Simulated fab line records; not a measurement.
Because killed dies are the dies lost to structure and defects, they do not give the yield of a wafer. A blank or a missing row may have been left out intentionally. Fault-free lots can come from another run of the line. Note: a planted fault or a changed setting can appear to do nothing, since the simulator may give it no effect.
fab line records    flow nandHarc
record lots=6  wafers=18  lastDay=24
route steps=1159 shown A_STAIRCASE@664 END@1159
lots with no fault: from the same line, run without faults
startH: start of the lot's first displayed wafer, in hours after the record's first day    waitH: hours elapsed since this lot's preceding step    " identical to the entry in the row above    L1.1+2: several wafers, shown together as one row    - no value, or no start was given    * or withheld: withheld    < > ~ a bound
route shown NAME@n: names a module that has steps shown in the file, with the first one's number in the route    usual: the fault-free wafers' mean and standard deviation    same: alike in all rows    chamber/n: place in a boat    sites: the reading at each site    _std_site: standard deviation of those values    _edge_site: outer sites' mean less inner sites'    radiusMm: for every site, how far away it sits from the centre of the wafer    mask NAME#n: copy n    behind: the last tool/chamber to shape the wafer    hold: why the lot went on hold/how many hours it stayed there/how the hold came to an end    device: transistor that didn't switch, given as n, p or np    end of line: at the end of the route, the tests of the same wafers    a step given without rows: its recipe and nothing more    killed: count of dies lost to structure and defects at first sort (not the wafer's yield)    map: a wafer's dies, marking killed ones x, the rest . and places with no die _
set.NAME: the setting that was run; set.NAME@STEP: the one run at that earlier step    model.NAME: the simulator's own value behind a step, which no gauge read
lots at some steps of the route; a table a step, a row a wafer
services: the hour from which a tool's chamber was out of use, counted from the record's first day as startH (under 0 if before that day), plus the number of hours and why
## steps
# step NHARC_A_STAIRCASE_DESCUM_291
# recipe timeS=3  o2FlowSccm=200  arFlowSccm=0  biasPowerW=0  chemistry=O2
# step NHARC_A_STAIRCASE_ETCH_292
# recipe cf4FlowSccm=100  chf3FlowSccm=30  arFlowSccm=0  rfW=500  biasW=200  chemistry=CF4/CHF3
# usual chamberPressureMTorr=24.999/0.027  chf3FlowSccm=29.99/0.085  drypumpMotorCurrentA=5.8/0.51  oesProductAu=0.953/0.021  rfVppV=370.1/2.4  showerheadPlenumPTorr=1.56/0.066  throttleValvePct=16.801/0.0091
lot.wafer  tool        chamber  startH  waitH  chamberPressureMTorr  chf3FlowSccm  drypumpMotorCurrentA  oesProductAu  rfHoursCounterH  rfVppV  showerheadPlenumPTorr  throttleValvePct
L212.1     rieDiel-02  0        279.31  0.1    25.015                30.01         6.3                   0.949         47               370.5   1.54                   16.813
L212.3     "           2        "       "      24.965                29.93         5.7                   0.945         49               367.8   1.50                   16.798
L212.6     "           3        "       "      24.983                29.96         4.9                   0.942         -                371.9   1.61                   16.797
L216.2     rieDiel-02  1        307.39  0.1    24.948                29.97         5.7                   0.968         55               370.2   1.59                   16.810
L216.4     "           2        "       "      25.005                29.97         5.7                   0.970         56               368.6   1.50                   16.801
L216.3     "           3        "       "      25.009                30.00         4.9                   0.984         52               371.3   1.60                   16.801
L226.4     rieDiel-02  1        366.07  0.1    24.974                29.94         5.7                   0.923         10               372.3   1.59                   16.795
L226.2     "           2        "       "      25.016                29.99         5.7                   0.942         12               368.3   1.49                   16.796
L226.5     "           1        "       "      25.015                29.90         5.7                   0.926         -                370.7   1.59                   16.806
L225.2     rieDiel-02  3        367.94  0.1    24.988                29.94         4.9                   0.932         13               370.5   1.60                   16.790
L225.1     "           0        "       "      24.973                30.15         6.3                   0.943         11               370.8   1.54                   16.807
L225.5     "           3        "       "      24.976                29.96         4.9                   0.939         -                372.0   1.60                   16.822
L224.4     rieDiel-02  1        368.23  0.2    24.978                29.93         5.7                   0.926         11               371.9   1.59                   16.799
L224.3     "           2        "       "      24.974                29.84         5.7                   0.931         13               366.5   1.49                   16.801
L224.5     "           0        "       "      25.012                30.08         6.3                   0.919         -                370.7   1.54                   16.810
L229.3     rieDiel-08  1        390.09  0.1    25.080                29.86         6.5                   0.937         31               367.3   1.47                   16.787
L229.4     "           3        "       "      25.012                30.02         6.1                   0.923         30               369.7   1.54                   16.787
L229.6     "           2        "       "      25.025                29.94         6.0                   0.922         -                372.6   1.69                   16.791
# step NHARC_A_STAIRCASE_HM_OPEN_460
# recipe o2FlowSccm=400  cosFlowSccm=20  arFlowSccm=0  rfW=500  biasW=300  chemistry=O2/COS
# usual chamberPressureMTorr=20.001/0.017  drypumpMotorCurrentA=5.8/0.51  oesProductAu=1.004/0.0086  rfVppV=466.4/2.9  showerheadPlenumPTorr=3.08/0.13  throttleValvePct=28.331/0.0086
lot.wafer  tool        chamber  startH  waitH  chamberPressureMTorr  drypumpMotorCurrentA  oesProductAu  rfHoursCounterH  rfVppV  showerheadPlenumPTorr  throttleValvePct
L212.1     rieDiel-02  1        -       -      20.005                5.7                   1.015         48               467.9   3.16                   28.341
L212.3     "           0        "       "      19.978                6.3                   1.005         48               466.4   3.06                   28.346
L212.6     "           2        "       "      20.005                5.7                   1.007         -                464.1   2.98                   28.330
L216.2     rieDiel-02  0        -       -      20.019                6.3                   0.997         54               466.7   3.06                   28.323
L216.3     "           1        "       "      20.021                5.7                   1.000         55               468.0   3.16                   28.322
L216.4     "           2        "       "      19.993                5.7                   0.998         56               465.0   2.97                   28.334
L226.2     rieDiel-02  0        -       -      19.990                6.3                   0.999         10               465.2   3.05                   28.323
L226.4     "           2        "       "      20.003                5.7                   1.013         12               464.4   2.97                   28.332
L226.5     "           3        "       "      20.006                4.9                   1.023         -                467.3   3.17                   28.313
L225.2     rieDiel-02  2        -       -      20.005                5.7                   1.017         13               464.2   2.96                   28.325
L225.1     "           0        "       "      20.002                6.3                   1.011         11               466.3   3.05                   28.317
L225.5     "           3        "       "      19.996                4.9                   1.016         -                467.0   3.17                   28.325
L224.3     rieDiel-02  1        -       -      19.979                5.7                   1.001         11               467.1   3.15                   28.333
L224.4     "           0        "       "      20.026                6.3                   1.012         11               464.5   3.05                   28.334
L224.5     "           1        "       "      20.015                5.7                   0.996         -                468.0   3.15                   28.326
L229.3     rieDiel-08  1        -       -      20.000                6.5                   1.005         31               463.5   2.93                   28.340
L229.4     "           3        "       "      20.024                6.0                   1.003         30               465.8   3.05                   28.324
L229.6     "           1        "       "      19.994                6.5                   1.007         -                463.6   2.93                   28.331
# step NHARC_A_STAIRCASE_STRIP_461
# recipe o2FlowSccm=400  cosFlowSccm=20  arFlowSccm=0  biasW=0  chemistry=O2/COS
# step NHARC_A_STAIRCASE_ETCH_452
# recipe targetDepthA=300  overetchA=30  timeS=16.5  ionEnergyEv=100  cf4FlowSccm=80  o2FlowSccm=20  arFlowSccm=0  rfW=300  biasW=100  chemistry=CF4/O2
# usual chamberPressureMTorr=29.999/0.027  drypumpMotorCurrentA=5.7/0.51  oes_ar_750_au=1.001/0.0047  oesProductAu=1.002/0.009  rfVppV=197.4/1.3  showerheadPlenumPTorr=1.32/0.056  throttleValvePct=13.397/0.0092
lot.wafer  tool        chamber  startH  waitH  chamberPressureMTorr  drypumpMotorCurrentA  oes_ar_750_au  oesProductAu  rfHoursCounterH  rfVppV  showerheadPlenumPTorr  throttleValvePct
L212.1     rieDiel-02  2        -       -      30.014                5.7                   1.001          0.995         49               195.9   1.27                   13.393
L212.3     "           0        "       "      30.003                6.3                   1.003          1.010         48               196.7   1.31                   13.400
L212.6     "           3        "       "      30.028                4.9                   1.006          0.993         -                198.9   1.36                   13.402
L216.2     rieDiel-02  3        -       -      30.006                4.9                   0.998          0.987         52               197.5   1.36                   13.405
L216.4     "           0        "       "      29.979                6.3                   1.000          0.997         55               197.6   1.31                   13.396
L216.3     "           1        "       "      29.940                5.7                   0.992          0.997         55               197.9   1.35                   13.387
L226.2     rieDiel-02  1        -       -      30.009                5.7                   0.996          1.006         10               198.1   1.35                   13.411
L226.4     "           2        "       "      29.979                5.7                   1.001          1.020         12               197.3   1.27                   13.402
L226.5     "           1        "       "      29.976                5.7                   0.997          0.993         -                198.0   1.35                   13.405
L225.1     rieDiel-02  0        -       -      30.001                6.3                   0.996          1.010         11               197.4   1.30                   13.395
L225.2     "           1        "       "      29.987                5.6                   0.998          1.001         11               198.3   1.35                   13.391
L225.5     "           3        "       "      29.980                4.9                   1.001          1.002         -                198.5   1.36                   13.394
L224.4     rieDiel-02  1        -       -      29.985                5.7                   1.002          0.990         12               199.0   1.35                   13.397
L224.3     "           2        "       "      29.986                5.6                   0.993          1.007         13               196.7   1.27                   13.405
L224.5     "           0        "       "      30.024                6.3                   0.993          0.989         -                197.5   1.30                   13.389
L229.3     rieDiel-08  2        -       -      29.990                6.0                   1.008          0.999         30               199.9   1.44                   13.386
L229.4     "           0        "       "      30.011                5.9                   0.999          1.007         31               197.8   1.25                   13.397
L229.6     "           3        "       "      29.967                6.0                   0.999          0.999         -                198.6   1.31                   13.406
# step NHARC_A_STAIRCASE_ETCH_294
# recipe targetDepthA=49920  timeS=1212.4  ionEnergyEv=800  c4f8FlowSccm=80  o2FlowSccm=60  arFlowSccm=withheld  rfW=600  biasW=3000  chemistry=C4F8/O2/Ar
# usual chamberPressureMTorr=25.000/0.022  oesProductAu=0.936/0.01  rfVppV=1823/11
lot.wafer  tool        chamber  startH  waitH  chamberPressureMTorr  oesProductAu  rfHoursCounterH  rfVppV
L212.3     rieDiel-02  2        -       -      24.998                0.922         50               1815
L212.1     "           3        "       "      25.000                0.923         46               1832
L212.6     "           0        "       "      24.961                0.934         -                1821
L216.2     rieDiel-02  1        -       -      24.999                0.919         55               1831
L216.3     "           2        "       "      24.961                0.914         56               1815
L216.4     "           0        "       "      25.020                0.923         55               1822
L226.4     rieDiel-02  1        -       -      24.972                0.939         10               1830
L226.2     "           0        "       "      24.993                0.930         10               1823
L226.5     "           2        "       "      24.988                0.945         -                1812
L225.1     rieDiel-02  2        -       -      24.995                0.932         13               1814
L225.2     "           0        "       "      24.988                0.920         11               1820
L225.5     "           2        "       "      24.977                0.937         -                1813
L224.4     rieDiel-02  1        -       -      24.998                0.935         12               1831
L224.3     "           2        "       "      25.016                0.944         14               1814
L224.5     "           1        "       "      24.985                0.936         -                1829
L229.3     rieDiel-08  1        -       -      24.988                0.946         32               1811
L229.4     "           3        "       "      24.962                0.919         30               1820
L229.6     "           2        "       "      24.991                0.935         -                1846
# step NHARC_A_STAIRCASE_STRIP_295
# recipe o2FlowSccm=500  arFlowSccm=0  biasW=0  chemistry=O2
# step NHARC_A_STAIRCASE_STRIP_296
# recipe timeS=900  tempC=130  chemistry=SPM
# step NHARC_A_STAIRCASE_PRECLEAN_297
# recipe timeS=*  tempC=50  bathAgeMin=0  chemistry=SC1
# step NHARC_A_STAIRCASE_SRD_298
# step NHARC_A_STAIRCASE_HM_DEP_462
# recipe targetThkA=8000  tempC=400  material=aC
# usual throttleValvePct=34.999/0.0097
lot.wafer  tool       chamber  startH  waitH  throttleValvePct
L212.1     aclDep-03  0        281.51  0.1    35.015
L212.3     "          0        "       "      35.006
L212.6     "          0        "       "      34.996
L216.2     aclDep-01  0        310.74  0.6    34.997
L216.3     "          0        "       "      34.994
L216.4     "          0        "       "      34.994
L226.2     aclDep-01  0        368.57  0.4    34.979
L226.4     "          0        "       "      34.995
L226.5     "          0        "       "      34.996
L225.1     aclDep-03  0        370.56  0.1    35.000
L225.2     "          0        "       "      35.014
L225.5     "          0        "       "      34.995
L224.3     aclDep-02  0        371.46  0.7    34.993
L224.4     "          0        "       "      35.012
L224.5     "          0        "       "      34.996
L229.3     aclDep-03  0        392.91  0.7    34.990
L229.4     "          0        "       "      35.013
L229.6     "          0        "       "      34.995
# step NHARC_A_STAIRCASE_DEP_301
# recipe targetThkA=300  targetThkNm=30  tempC=400  pressureTorr=3.5  flowSccm=200  rfW=350  material=SiON
# usual heaterPowerW=714/88  rfFwdPowerW=348.7/1  showerheadVppV=1122/40
lot.wafer  tool      chamber  startH  waitH  heaterPowerW  rfFwdPowerW  showerheadVppV
L212.3     pecvd-03  2        283.37  0.9    806           349.9        1151
L212.1     "         0        "       "      827           210.1        894
L212.6     "         0        "       "      822           209.8        872
L216.3     pecvd-03  0        312.27  0.9    761           208.9        893
L216.2     "         1        "       "      658           349.5        1051
L216.4     "         2        "       "      714           349.4        1177
L226.2     pecvd-02  1        370.17  1.3    831           349.8        1158
L226.5     "         0        "       "      587           348.9        1129
L226.4     "         1        "       "      837           349.1        1149
L225.1     pecvd-03  2        372.41  1.5    711           349.1        1168
L225.2     "         1        "       "      601           346.5        1055
L225.5     "         0        "       "      664           348.0        1154
L224.3     pecvd-03  1        372.75  1.0    650           348.4        1085
L224.4     "         0        "       "      722           349.2        1143
L224.5     "         1        "       "      668           349.1        1070
L229.3     pecvd-02  2        394.18  1.0    757           348.2        1190
L229.4     "         2        "       "      756           348.2        1168
L229.6     "         0        "       "      619           349.2        1136
# step NHARC_A_STAIRCASE_DEHYDRATE_302
# recipe tempC=150  timeS=120
# step NHARC_END_SORT_01
# recipe tempC=25
# usual killedAtArray=29/10  killedAtOther=0.7/1  killedAtPeriphery=3.7/2.6  killedDies=33/10  killedOpen=3.4/1.8  killedShort=1.8/1.3
# same grossDies=677
lot.wafer  tool       chamber  startH  waitH  killedAtArray  killedAtOther  killedAtPeriphery  killedDies  killedOpen  killedShort
L212.1     prober-01  0        471.38  2.5    17             0              4                  21          5           3
L212.3     prober-01  0        472.99  3.1    11             1              8                  20          5           2
L212.6     prober-01  0        475.42  4.0    20             0              5                  25          5           0
L216.2     prober-01  0        484.70  2.8    31             0              2                  33          5           2
L216.3     prober-01  0        485.50  3.1    20             1              4                  25          3           1
L216.4     prober-01  0        486.30  3.4    27             0              3                  30          3           1
L225.1     prober-02  0        551.49  2.5    20             1              7                  28          3           5
L225.2     prober-02  0        552.29  2.8    19             1              2                  22          2           3
L225.5     prober-02  0        554.69  3.7    21             0              6                  27          4           4
L226.2     prober-01  0        552.31  2.8    28             0              5                  33          0           1
L226.4     prober-01  0        553.91  3.4    36             0              5                  41          1           1
L226.5     prober-01  0        554.71  3.7    31             0              4                  35          2           2
# killed by level:class
L212.1 A_CHANNEL_HOLE_D1:chamberFilmFlake=4 A_SLIT:chamberFilmFlake=3 P_ZERO_WELL:chamberFilmFlake=2 P_GATE:geometricParticle:open=1 A_SOURCE_PLATE:geometricParticle:open=1 A_CHANNEL_HOLE_D1:geometricParticle:open=1 A_CHANNEL_FILL_D1:geometricParticle:open=1 A_CHANNEL_FILL_D1:geometricParticle:short=1
L212.3 A_SLIT:chamberFilmFlake=5 P_STI:chamberFilmFlake=3 A_STAIRCASE:chamberFilmFlake=3 P_CONTACT:geometricParticle:open=2 A_CONTACT:chamberFilmFlake=2 P_STI:geometricParticle:short=1 P_GATE:geometricParticle:open=1 P_M0:geometricParticle:open=1
L212.6 A_SLIT:chamberFilmFlake=12 P_STI:chamberFilmFlake=2 P_M1:chamberFilmFlake=2 A_STAIRCASE:chamberFilmFlake=2 P_M0:geometricParticle:open=1 A_CHANNEL_HOLE_D1:geometricParticle:open=1 A_SGD_CUT:geometricParticle:open=1 A_CONTACT:geometricParticle:open=1
L216.2 A_SLIT:chamberFilmFlake=12 A_STAIRCASE:chamberFilmFlake=7 A_CHANNEL_HOLE_D1:chamberFilmFlake=4 A_CONTACT:geometricParticle:open=3 P_GATE:geometricParticle:short=1 A_WL_FILL:geometricParticle:open=1 A_CONTACT:geometricParticle:short=1 A_BLC:geometricParticle:open=1
L216.3 A_SLIT:chamberFilmFlake=7 A_STAIRCASE:chamberFilmFlake=5 A_CHANNEL_HOLE_D1:chamberFilmFlake=3 P_STI:chamberFilmFlake=2 P_GATE:chamberFilmFlake=2 A_CHANNEL_HOLE_D1:geometricParticle:short=1 A_CHANNEL_FILL_D1:geometricParticle:open=1 A_CONTACT:geometricParticle:open=1
L216.4 A_SLIT:chamberFilmFlake=10 A_STAIRCASE:chamberFilmFlake=6 A_CONTACT:chamberFilmFlake=6 P_CONTACT:geometricParticle:open=1 P_M0:geometricParticle:open=1 A_ONON_D1:geometricParticle:short=1 A_CHANNEL_FILL_D1:geometricParticle:open=1 P_STI:chamberFilmFlake=1
L225.1 A_CHANNEL_HOLE_D1:chamberFilmFlake=8 A_STAIRCASE:chamberFilmFlake=3 A_WL_FILL:chamberFilmFlake=3 A_ONON_D1:geometricParticle:open=2 P_GATE:chamberFilmFlake=2 P_GATE:geometricParticle:short=1 P_CONTACT:geometricParticle:open=1 P_CONTACT:geometricParticle:short=1
L225.2 A_CHANNEL_HOLE_D1:chamberFilmFlake=7 A_WL_FILL:chamberFilmFlake=3 A_CONTACT:geometricParticle:open=2 A_STAIRCASE:chamberFilmFlake=2 A_CONTACT:chamberFilmFlake=2 A_CHANNEL_FILL_D1:geometricParticle:short=1 A_WL_FILL:geometricParticle:short=1 A_M0:geometricParticle:short=1
L226.2 A_CHANNEL_HOLE_D1:chamberFilmFlake=13 A_CONTACT:chamberFilmFlake=8 A_STAIRCASE:chamberFilmFlake=7 P_CONTACT:chamberFilmFlake=3 P_GATE:geometricParticle:short=1 P_ZERO_WELL:chamberFilmFlake=1
L226.4 A_CHANNEL_HOLE_D1:chamberFilmFlake=20 A_CONTACT:chamberFilmFlake=10 A_STAIRCASE:chamberFilmFlake=3 P_CONTACT:chamberFilmFlake=2 A_CHANNEL_FILL_D1:chamberFilmFlake=2 P_M0:geometricParticle:open=1 A_M1:geometricParticle:short=1 P_ZERO_WELL:chamberFilmFlake=1
L225.5 A_CHANNEL_HOLE_D1:chamberFilmFlake=6 A_CONTACT:chamberFilmFlake=5 A_WL_FILL:chamberFilmFlake=4 P_ZERO_WELL:chamberFilmFlake=3 P_CONTACT:geometricParticle:short=2 P_CONTACT:geometricParticle:open=1 A_ONON_D1:geometricParticle:open=1 A_CHANNEL_FILL_D1:geometricParticle:open=1
L226.5 A_CHANNEL_HOLE_D1:chamberFilmFlake=13 A_CONTACT:chamberFilmFlake=11 A_CONTACT:geometricParticle:open=2 P_STI:chamberFilmFlake=2 A_STAIRCASE:chamberFilmFlake=2 P_CONTACT:geometricParticle:short=1 A_CONTACT:geometricParticle:short=1 P_CONTACT:chamberFilmFlake=1
## services
tool        chamber  startH  hours  kind
rieDiel-02  0        259.18  -      clean
rieDiel-02  1        259.18  -      clean
rieDiel-02  2        259.18  -      clean
rieDiel-02  3        259.18  -      clean
rieDiel-08  1        266.83  8.9    repair
rieDiel-02  0        283.68  -      clean
rieDiel-02  1        283.68  -      clean
rieDiel-02  2        283.68  -      clean
rieDiel-02  3        283.68  -      clean
pecvd-03    -        292.64  13.0   pm
aclDep-01   -        293.62  13.0   pm
rieDiel-08  -        302.57  9.0    pm
rieDiel-02  0        308.21  -      clean
rieDiel-02  1        308.21  -      clean
rieDiel-02  2        308.21  -      clean
rieDiel-02  3        308.21  -      clean
rieDiel-02  -        327.84  9.0    pm
rieDiel-02  0        327.84  9.0    ventCycle
rieDiel-02  1        327.84  9.0    ventCycle
rieDiel-02  2        327.84  9.0    ventCycle
pecvd-02    -        334.21  13.0   pm
pecvd-03    -        349.34  0.9    repair
aclDep-02   -        350.09  13.0   pm
rieDiel-08  1        393.69  15.0   repair
## key
firstSign step=NHARC_A_STAIRCASE_DEP_301  reading=rfFwdPowerW  direction=down  sigmas=99+  usual=*  struck=*
effect step=NHARC_A_STAIRCASE_DEP_301  reading=showerheadVppV  direction=down  sigmas=5.9  usual=1122  struck=887
metAt NHARC_A_STAIRCASE_DEP_301
struckWafers L212.1,L212.6,L216.3
testerLeftOut L212,L216
fault kind=processParameterDrift  tool=pecvd-03  chamber=0  onsetH=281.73  steps=NHARC_A_STAIRCASE_DEP_301  channel=rfW  offset=*  shape=step  endH=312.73  actsIn=*  stated=*
# testerLeftOut: of these lots the tester's yield and bins aren't shown, on N5 and GAA mostly nor the transistor test; their killed dies are dies lost to structure and defects alone, not to doping, threshold or leakage, so they don't give the yield
